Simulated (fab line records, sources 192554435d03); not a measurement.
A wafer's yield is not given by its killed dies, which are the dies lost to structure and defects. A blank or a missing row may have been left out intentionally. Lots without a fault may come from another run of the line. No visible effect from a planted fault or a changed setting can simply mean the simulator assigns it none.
A lot that was struck, set against a sound lot -- flow n5 finfet -- 16 steps out of a route of 1938
Sound: these wafers, L132.2, L132.3, L132.6. Wafers struck: L143.2, L143.3, L143.6. The cause comes at the end.
Per side, at each step with rows, come the tool, then ch with its chambers, and then its first start. Under that, the readings that differ: sound wafers -- struck wafers -- difference of the means -- sigmas: that difference in standard deviations of wafers without a fault.
alike: same words and numbers on both sides, and readings whose means sit less than 2 such deviations apart. not compared: any withheld reading, any reading some wafer has no value for, any bound like >300 that may hide the same value, and any number with overlapping values for which the record gives no deviation.
Wherever a step has rows on one side only, a row that says differs or no value, or a row with sigmas, the two part there. Numbers that have no deviation but don't overlap get no sigmas and don't part them. A reading that every wafer of one side lacks parts them only if that side has two wafers or more.

first, 1 step without rows for these wafers: N5_BEOL_M0_CUTY_STRIP_64 (strips in N2/H2).
N5_BEOL_M0_ETCH_138: etches SiCN in CH3F/O2, target depth 12 nm, time 31.6 s.
  sound on rie diel-01 ch 1,2,3, day 6 01:26; struck on rie diel-01 ch 0,2,3, day 8 19:45
  alike: CH3F_flow_sccm, bias w, drypump motor current A, etch rf on time s, oes product au, rf vpp V, showerhead plenum p Torr, throttle valve pct
  not compared: rf hours counter h
N5_BEOL_M0_HM_OPEN_105: chemistry Cl2/BCl3, target TiN, target depth 12 nm.
  sound on rie metal-03 ch 0,1, day 6 03:28; struck on rie metal-03 ch 1, day 8 20:43
  alike: bcl3 flow sccm, drypump motor current A, oes product au, throttle valve pct
  not compared: rf hours counter h
N5_BEOL_M0_STRIP_140: strips in CF4.
  sound on rie diel-01 ch 0,1,3, day 6 03:38; struck on rie diel-01 ch 0,2,3, day 8 20:53
  alike: drypump motor current A, oes product au, rf vpp V, showerhead plenum p Torr, throttle valve pct
  not compared: rf hours counter h
N5_BEOL_M0_STRIP_104: strips in N2/H2.
  sound on rie diel-01 ch 0,1,3, day 6 03:40; struck on rie diel-01 ch 0,2,3, day 8 20:55
  alike: drypump motor current A, oes product au, rf vpp V, showerhead plenum p Torr, temp c, throttle valve pct
  not compared: rf hours counter h
then, 1 step without rows for these wafers: N5_BEOL_M0_WET_ETCH_106 (etches SiO2 in DHF, target depth 130 nm, rinse time 30 s).
N5_BEOL_M0_ETCH_128: etches SiCN in CF4/N2, target depth 12 nm, overetch 5.1 nm, time 21.4 s.
  sound on rie diel-03 ch 0,3, day 6 03:56; struck on rie diel-04 ch 1,2, day 8 21:29
reading,sound,struck,difference,sigmas
throttle valve pct (%),15.70 15.49 15.70,15.03 15.20 15.04,-0.54,-3
  alike: bias w, drypump motor current A, oes product au, rf vpp V, showerhead plenum p Torr
  not compared: rf hours counter h
then, 2 steps without rows for these wafers: N5_BEOL_M0_TRENCH_ETCH_107 (etches SiOC in C4F6/O2, target depth 32.8 nm, time 16.4 s); N5_BEOL_M0_STRIP_142 (strips in N2/H2, time 10 s).
N5_BEOL_M0_OCD_MEAS_108:
  struck on ocd-02, day 8 21:38; sound on ocd-01, day 6 04:04
  alike: trench depth nm
then, 2 steps without rows for these wafers: N5_BEOL_M0_HM_STRIP_129 (strips TiN in peroxide tin strip, target depth 17 nm, time 108 s); N5_BEOL_M0_SRD_130 (time 30 s).
N5_BEOL_M0_ETCH_109: etches SiCN in CH3F/O2, target depth 8 nm, overetch 2.4 nm, time 27.4 s.
  sound on rie diel-03 ch 1,2,3, day 6 04:11; struck on rie diel-03 ch 1,2, day 8 22:14
reading,sound,struck,difference,sigmas
bias w (W),75.10 75.04 75.14,94.45 94.84 94.72,+19.58,+89
rf vpp V (V),298.7 296.1 300.3,341.2 346.6 341.0,+44.6,+23
  alike: CH3F_flow_sccm, drypump motor current A, oes product au, showerhead plenum p Torr, throttle valve pct
  not compared: rf hours counter h
then, 1 step without rows for these wafers: N5_BEOL_M0_STRIP_139 (strips in post etch residue remover, time 60 s).
-- the record jumps here: 3 days lie between the struck wafers' starts before and after (it left off in module BEOL_M0 and takes up again in module BEOL_M4, whose first step shown is number 1111 of the route) --
N5_BEOL_M4_RC_MEAS_101:
  sound on prober-01 ch 0, day 9 09:25; struck on prober-02 ch 0, day 12 01:44
  alike: DIBL_N, DIBL_P, IOFF_N, IOFF_P, ION_N, ION_P, SS_N, SS_P, VT_N, VT_P
-- record jumps: 5 days separate the struck wafers' starts on either side; left off in module BEOL_M4, taken up again in module PASSIVATION, whose first shown step is the route's number 1936 --
N5_PASSIVATION_PROBE_49:
  rows exist in the record for the struck wafers here (prober-02, day 16 16:44), but not for the sound ones

== WHERE THEY PART ==
Earliest at N5_BEOL_M0_ETCH_128; latest, in this record, at N5_PASSIVATION_PROBE_49.

WHY: the cause the simulator had injected
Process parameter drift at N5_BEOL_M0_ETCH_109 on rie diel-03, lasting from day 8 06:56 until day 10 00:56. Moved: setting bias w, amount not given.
